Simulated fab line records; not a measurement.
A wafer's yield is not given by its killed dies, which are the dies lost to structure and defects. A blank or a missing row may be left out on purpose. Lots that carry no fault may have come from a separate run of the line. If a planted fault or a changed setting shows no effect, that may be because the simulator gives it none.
Chamber matching | flow n5 finfet | rie diel-03 running N5_BEOL_M7_STRIP_67: 4 sister chambers
The step strips in CF4. 8 wafers are shown with their chamber, then 7 later ones without.

## WAFERS, EACH WITH ITS CHAMBER
wafer  | chamber | showerhead plenum p Torr (Torr) | drypump motor current A (A)
L074.4 | 1       | 1.79                            | 5.7
L078.1 | 1       | 1.79                            | 5.8
L078.6 | 0       | 1.85                            | 5.6
L081.2 | 3       | 1.85                            | 5.2
L081.5 | 2       | 1.73                            | 5.4
L081.6 | 3       | 1.85                            | 5.3
L085.1 | 0       | 1.85                            | 5.6
L085.2 | 2       | 1.72                            | 5.5

## WAFERS WHOSE CHAMBER IS MISSING
wafer  | showerhead plenum p Torr (Torr) | drypump motor current A (A)
L085.3 | 1.85                            | 5.3
L085.4 | 1.78                            | 5.7
L085.5 | 1.72                            | 5.5
L085.6 | 1.78                            | 5.8
L095.2 | 1.84                            | 5.7
L095.3 | 1.85                            | 5.3
L095.5 | 1.78                            | 5.8

## CHAMBER TAKEN BY EACH
wafer  | from the rows above | in truth
L085.3 | 3                   | 3
L085.4 | 1                   | 1
L085.5 | 2                   | 2
L085.6 | 1                   | 1
L095.2 | 0                   | 0
L095.3 | 3                   | 3
L095.5 | 1                   | 1
Correct placement for 7 of the 7. Number that these rows cannot place: 0. Number placed wrongly: 0.
How it was worked out, from the rows above alone: a wafer's distance from a chamber is the root of the sum, over the readings, of the square of ((its reading less the chamber's mean) divided by the reading's scatter). The wafer belongs to the nearest chamber; if the next one is less than 2 further off, it can't be placed. A chamber's mean is the mean of its shown wafers. The scatter is the square root of a quotient: the sum, over the shown wafers, of each reading's squared deviation from its chamber's mean, divided by wafers minus chambers.
